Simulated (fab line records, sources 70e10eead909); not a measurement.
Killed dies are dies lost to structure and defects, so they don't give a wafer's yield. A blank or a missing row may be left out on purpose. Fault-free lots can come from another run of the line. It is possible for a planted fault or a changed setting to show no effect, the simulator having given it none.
A lot that was struck, set against a sound lot    flow nand-harc    14 steps out of a route of 1302
Sound: the wafers L995.1, L995.4, L995.5. Struck: wafer L999.5 (L999.1, L999.6, from the same lot, were not struck and are left out); the cause is given at the end.
For every step that has rows: the tool of each side, followed by ch and its chambers, followed by its first start. Under that, the readings that differ: sound wafers    struck wafers    difference of the means    sigmas: that difference in standard deviations of wafers without a fault.
alike: words and numbers the same on both sides, and readings whose means are apart by under 2 such deviations; not compared: readings that were withheld, readings missing a value for some wafer, numbers with overlapping values and no deviation given by the record, and bounds like >300 which may hide the same value.
The two part at a step that has a row with sigmas, a row that says differs or no value, or rows on one side only. Numbers that have no deviation but don't overlap get no sigmas and don't part them. A reading that every wafer of one side lacks parts them only if that side has two wafers or more.

NHARC_A_CHANNEL_FILL_D2_ALD_15: deposits SiNx, target thk 2 nm, pulse time 60 s, ald cycles 19.
  sound: ald-sin-batch-01 ch 0; struck: ald-sin-batch-01 ch 0
  alike: precursor-pulse-height-rel
  not compared: ald-cycles
NHARC_A_CHANNEL_FILL_D2_ALD_16: deposits SiO2, target thk 1.5 nm, pulse time 10 s, ald cycles 15.
  sound on ald-hk-03 ch 0,2,3, day 17 19:20; struck on ald-hk-03 ch 3, day 19 19:34
reading             sound        struck  difference  sigmas
heater-power-w (W)  425 425 547  554     +88         +2
  alike: precursor-pulse-height-rel
  not compared: ald-cycles
then, 3 steps without rows for these wafers: NHARC_A_CHANNEL_FILL_D2_ANNEAL_17 (time 1800 s); NHARC_A_CHANNEL_FILL_D2_CVD_18 (deposits poly-Si, target thk 3 nm); NHARC_A_CHANNEL_FILL_D2_ETCHBACK_19 (etches the open film in HBr/Cl2, target depth 5 nm, time 1.7 s).
NHARC_A_CHANNEL_FILL_D2_ETCHBACK_20: etches the open film in C4F8/O2/Ar, target depth 27 nm, time 13.5 s.
  sound on rie-diel-01 ch 0,1,3, day 18 07:15; struck on rie-diel-10 ch 0, day 20 07:23
reading                sound           struck  difference  sigmas
oes-product-au (a.u.)  0.92 0.92 0.92  1.00    +0.08       +2
  alike: rf-vpp-V
  not compared: rf-hours-counter-h
NHARC_A_CHANNEL_FILL_D2_STRIP_28: strips in O2, time 20 s.
  sound on rie-diel-01 ch 0,1,3, day 18 07:21; struck on rie-diel-10 ch 0, day 20 07:29
  alike: drypump-motor-current-A, oes-product-au, rf-vpp-V, showerhead-plenum-p-Torr, throttle-valve-pct
  not compared: rf-hours-counter-h
then, 4 steps without rows for these wafers: NHARC_A_CHANNEL_FILL_D2_PRECLEAN_21 (cleans in dHF, time 30 s); NHARC_A_CHANNEL_FILL_D2_SRD_23; NHARC_A_CHANNEL_FILL_D2_CVD_05 (deposits poly-Si, target thk 5 nm); NHARC_A_CHANNEL_FILL_D2_ANNEAL_22 (time 7200 s).
NHARC_A_CHANNEL_FILL_D2_ALD_25: deposits SiOx, target thk 60 nm, pulse time 10 s, ald cycles 600.
  sound on ald-hk-02 ch 0,1, day 18 19:46; struck on ald-hk-02 ch 1, day 20 21:20
reading     sound        struck  difference  sigmas
ald-cycles  600 600 600  615     +15         
  alike: heater-power-w, precursor-pulse-height-rel
NHARC_A_CHANNEL_FILL_D2_ETCHBACK_08: etches the open film in C4F8, target depth 220 nm, time 110 s.
  sound: rie-diel-04 ch 0,1,2; struck: rie-diel-01 ch 2
  alike: oes-product-au, rf-vpp-V
  not compared: rf-hours-counter-h
-- jump in the record: it breaks off in module A_CHANNEL_FILL_D2 and resumes in module END (first step shown: number 1302 of the route), and 9 days separate the struck wafers' starts before and after --
NHARC_END_SORT_01:
  sound on prober-01 ch 0, day 28 11:52; struck on prober-01 ch 0, day 29 21:55
  alike: killed-at-array, killed-at-other, killed-at-periphery, killed-dies, killed-open, killed-short

## WHERE THEY PART
First at NHARC_A_CHANNEL_FILL_D2_ALD_16; last, within this record, at NHARC_A_CHANNEL_FILL_D2_ETCHBACK_20. Later steps at which nothing parts them and some readings are alike: NHARC_A_CHANNEL_FILL_D2_STRIP_28, NHARC_A_CHANNEL_FILL_D2_ALD_25, NHARC_A_CHANNEL_FILL_D2_ETCHBACK_08, NHARC_END_SORT_01.

WHY: the cause the simulator had injected
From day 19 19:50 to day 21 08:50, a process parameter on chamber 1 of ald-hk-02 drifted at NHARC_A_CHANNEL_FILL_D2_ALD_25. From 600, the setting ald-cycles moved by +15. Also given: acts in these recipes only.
